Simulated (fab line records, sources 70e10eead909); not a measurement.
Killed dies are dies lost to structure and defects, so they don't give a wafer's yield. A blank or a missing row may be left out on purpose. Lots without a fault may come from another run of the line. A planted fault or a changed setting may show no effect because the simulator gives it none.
Which tool did it? | flow nand_harc | 11 lots, 33 wafers sampled, at 6 steps of a route of 1159

WHAT THE GAUGES READ, wafer by wafer
NHARC_P_GATE_INSPECT_68.
lot  | measured     | on                | raw_defect_count
L225 | day 5 06:41  | defect_inspect-01 | 176 116 152
L226 | day 5 20:41  | defect_inspect-02 | 163 175 125
L232 | day 7 02:44  | defect_inspect-02 | 777 727 737
L234 | day 7 14:28  | defect_inspect-02 | 570 542 614
L238 | day 8 22:54  | defect_inspect-02 | 334 101 179
L241 | day 9 20:35  | defect_inspect-02 | 123 122 118
L244 | day 10 04:02 | defect_inspect-01 | 176 287 167
L242 | day 10 05:07 | defect_inspect-02 | 121 114 128
L245 | day 10 04:59 | defect_inspect-01 | 208 236 144
L247 | day 10 21:06 | defect_inspect-01 | 208 300 208
L246 | day 10 21:27 | defect_inspect-02 | 187 91 182

NHARC_P_CONTACT_CD_MEAS_12: target cd 90 nm.
lot  | measured     | on        | cd_nm (nm)
L225 | day 5 08:17  | cd_sem-01 | 89.3 89.2 89.0
L226 | day 5 22:20  | cd_sem-03 | 90.0 89.7 89.2
L232 | day 7 04:21  | cd_sem-03 | 90.7 89.5 89.8
L234 | day 7 15:57  | cd_sem-03 | 89.7 89.3 89.3
L238 | day 9 00:38  | cd_sem-01 | 90.4 89.7 90.5
L241 | day 9 22:12  | cd_sem-01 | 91.1 90.4 90.6
L244 | day 10 05:40 | cd_sem-03 | 89.4 89.7 90.0
L242 | day 10 06:49 | cd_sem-02 | 89.5 89.2 88.9
L245 | day 10 06:28 | cd_sem-01 | 90.2 89.6 90.7
L247 | day 10 22:46 | cd_sem-01 | 90.1 89.8 89.5
L246 | day 10 23:15 | cd_sem-02 | 90.6 90.5 90.7

NHARC_END_SORT_01.
lot  | measured     | on        | killed_at_array | killed_at_other | killed_at_periphery | killed_dies | killed_open | killed_short
L232 | day 21 07:18 | prober-02 | 11 12 14        | 1 6 0           | 84 84 90            | 96 102 104  | 0 4 7       | 3 2 2
L234 | day 21 13:43 | prober-02 | 12 19 9         | 0 1 0           | 73 86 35            | 85 106 44   | 2 4 0       | 4 3 3

WHICH TOOL RAN EACH LOT (tool, then ch and the chambers of the sampled wafers, then the start)
lot  | NHARC_P_GATE_ETCH_104              | NHARC_P_CONTACT_DESCUM_17          | NHARC_P_CONTACT_DEGAS_38
L225 | rie_diel-11 ch 0,1,2, day 4 12:17  | rie_diel-05 ch 0,1,3, day 5 08:29  | pvd_sputter-01, day 5 10:07
L226 | rie_diel-02 ch 2,3, day 5 02:10    | rie_diel-05 ch 0,2, day 5 22:32    | pvd_sputter-03, day 6 00:08
L232 | rie_diel-11 ch 1,2, day 6 08:52    | rie_diel-13 ch 0,2,3, day 7 04:34  | pvd_sputter-01, day 7 06:35
L234 | rie_diel-11 ch 0,2,3, day 6 20:02  | rie_diel-05 ch 0,1,3, day 7 16:08  | pvd_sputter-02, day 7 17:45
L238 | rie_diel-02 ch 0,3, day 8 03:49    | rie_diel-13 ch 1,2,3, day 9 00:50  | pvd_sputter-01, day 9 02:25
L241 | rie_diel-02 ch 0,1,3, day 9 02:12  | rie_diel-04 ch 0,2,3, day 9 22:23  | pvd_sputter-03, day 10 00:24
L244 | rie_diel-02 ch 0,2, day 9 09:28    | rie_diel-05 ch 0,3, day 10 05:52   | pvd_sputter-01, day 10 07:26
L242 | rie_diel-12 ch 0,2,3, day 9 09:38  | rie_diel-05 ch 0,3, day 10 06:59   | pvd_sputter-03, day 10 08:35
L245 | rie_diel-02 ch 1,3, day 9 10:13    | rie_diel-13 ch 0,2,3, day 10 06:40 | pvd_sputter-01, day 10 08:15
L247 | rie_diel-02 ch 0,1,2, day 10 02:12 | rie_diel-05 ch 1,2,3, day 10 22:57 | pvd_sputter-01, day 11 00:36
L246 | rie_diel-12 ch 1,2,3, day 10 02:22 | rie_diel-13 ch 0,1,2, day 10 23:26 | pvd_sputter-02, day 11 01:01
- NHARC_P_GATE_ETCH_104: etches the open film in CF4/CHF3, target depth 60 nm.
- NHARC_P_CONTACT_DESCUM_17: chemistry O2, time 3 s.
- NHARC_P_CONTACT_DEGAS_38: time 60 s.

WHAT THE TOOLS THEMSELVES READ (means of the sampled wafers that have a number; where no wafer has one, the mark that the record gives instead)
NHARC_P_GATE_ETCH_104.
lot  | tool        | chamber_pressure_mTorr (mTorr) | drypump_motor_current_A (A) | mfc_ar_sccm (sccm) | oes_product_au (a.u.) | rf_vpp_V (V) | showerhead_plenum_p_Torr (Torr) | throttle_valve_pct (%)
L225 | rie_diel-11 | 25.011                         | 5.4                         | 0.011              | 0.930                 | 370.1        | 1.56                            | 16.799
L226 | rie_diel-02 | 24.986                         | 5.7                         | 0.023              | 0.924                 | 371.2        | 1.59                            | 16.796
L232 | rie_diel-11 | 25.024                         | 5.9                         | 0.000              | 0.971                 | 370.2        | 1.56                            | 16.800
L234 | rie_diel-11 | 24.983                         | 5.2                         | 0.011              | 0.982                 | 371.5        | 1.61                            | 16.815
L238 | rie_diel-02 | 25.023                         | 6.1                         | 0.011              | 0.969                 | 373.2        | 1.66                            | 16.803
L241 | rie_diel-02 | 24.986                         | 5.7                         | 0.011              | 0.963                 | 372.4        | 1.64                            | 16.798
L244 | rie_diel-02 | 25.011                         | 5.7                         | 0.000              | 0.967                 | 369.9        | 1.54                            | 16.799
L242 | rie_diel-12 | 24.979                         | 5.8                         | 0.003              | 0.966                 | 371.1        | 1.60                            | 16.802
L245 | rie_diel-02 | 24.993                         | 5.5                         | 0.023              | 0.957                 | 372.8        | 1.64                            | 16.798
L247 | rie_diel-02 | 24.986                         | 5.6                         | 0.000              | 0.924                 | 371.4        | 1.59                            | 16.813
L246 | rie_diel-12 | 25.008                         | 5.6                         | 0.015              | 0.978                 | 369.5        | 1.57                            | 16.802

NHARC_P_CONTACT_DESCUM_17.
lot  | tool        | chamber_pressure_mTorr (mTorr) | drypump_motor_current_A (A) | mfc_ar_sccm (sccm) | o2_flow_sccm (sccm) | oes_product_au (a.u.) | rf_vpp_V (V) | showerhead_plenum_p_Torr (Torr) | throttle_valve_pct (%)
L225 | rie_diel-05 | 60.03                          | 6.0                         | 0.003              | 200.3               | 1.005                 | 57.9         | 1.89                            | 11.305
L226 | rie_diel-05 | 60.01                          | 5.9                         | 0.017              | 200.4               | 1.005                 | 57.5         | 1.90                            | 11.314
L232 | rie_diel-13 | 59.99                          | 5.8                         | 0.009              | 200.0               | 1.011                 | 57.8         | 1.91                            | 11.319
L234 | rie_diel-05 | 60.01                          | 6.0                         | 0.003              | 199.9               | 1.005                 | 56.7         | 1.88                            | 11.310
L238 | rie_diel-13 | 60.04                          | 5.5                         | 0.001              | 200.3               | 0.997                 | 57.8         | 1.89                            | 11.308
L241 | rie_diel-04 | 59.97                          | 5.3                         | 0.002              | 199.9               | 1.004                 | 57.8         | 1.89                            | 11.317
L244 | rie_diel-05 | 60.08                          | 6.2                         | 0.003              | 200.2               | 1.003                 | 58.3         | 1.95                            | 11.311
L242 | rie_diel-05 | 60.01                          | 6.2                         | 0.003              | 200.3               | 0.998                 | 57.5         | 1.95                            | 11.311
L245 | rie_diel-13 | 60.02                          | 5.8                         | 0.009              | 200.1               | 1.001                 | 57.8         | 1.91                            | 11.309
L247 | rie_diel-05 | 59.96                          | 6.2                         | 0.011              | 200.4               | 1.001                 | 57.7         | 1.90                            | 11.309
L246 | rie_diel-13 | 59.99                          | 5.9                         | 0.008              | 200.1               | 0.991                 | 58.3         | 1.95                            | 11.312

NHARC_P_CONTACT_DEGAS_38.
lot  | tool           | heater_power_w (W)
L225 | pvd_sputter-01 | 462
L226 | pvd_sputter-03 | 534
L232 | pvd_sputter-01 | 444
L234 | pvd_sputter-02 | 427
L238 | pvd_sputter-01 | 418
L241 | pvd_sputter-03 | 494
L244 | pvd_sputter-01 | 440
L242 | pvd_sputter-03 | 494
L245 | pvd_sputter-01 | 439
L247 | pvd_sputter-01 | 438
L246 | pvd_sputter-02 | 450

THE ANSWER, worked out from the rows above alone
Rule: what is usual is taken from the lots themselves. Put in order of their means at a reading, lots are off if they are a third of the lots or fewer, leave a main group of 4 or more, and stand apart from it by a gap of 3 or more times the standard deviation of the main group's means; of several such gaps the widest counts. A main group whose means are all the same, to the digits that the tables above print for the reading, isn't used. A lot without any number at a reading at which 4 lots or more have one is off too. The other lots that the step has rows for count as sound. The gauges are gone through in route order, then the tools' own readings, and for those a lot's mean is taken as printed above. The first step at which some lot is off is used, and at that step the reading that is off furthest; a lot without a number counts as furthest.
Off: L232, L234, at NHARC_P_GATE_INSPECT_68 (raw_defect_count). The main group: mean 172, standard deviation 39.
A tool fits if, at a process step before that reading, it ran every lot that is off, and no sound lot after the first of them. The gauges at NHARC_P_GATE_INSPECT_68 are tried like those tools. One fits: rie_diel-11 at NHARC_P_GATE_ETCH_104. Its last sound lot is L225 (day 4 12:17), its first lot that is off L232 (day 6 08:52): a fault that began between those two fits.

WHAT THE SIMULATOR HAD PUT IN
Chamber particle source: rie_diel-11, from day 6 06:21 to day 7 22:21, at NHARC_P_GATE_ETCH_104. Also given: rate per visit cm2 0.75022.
Lots struck among those shown: L232, L234. The rule above found the same.
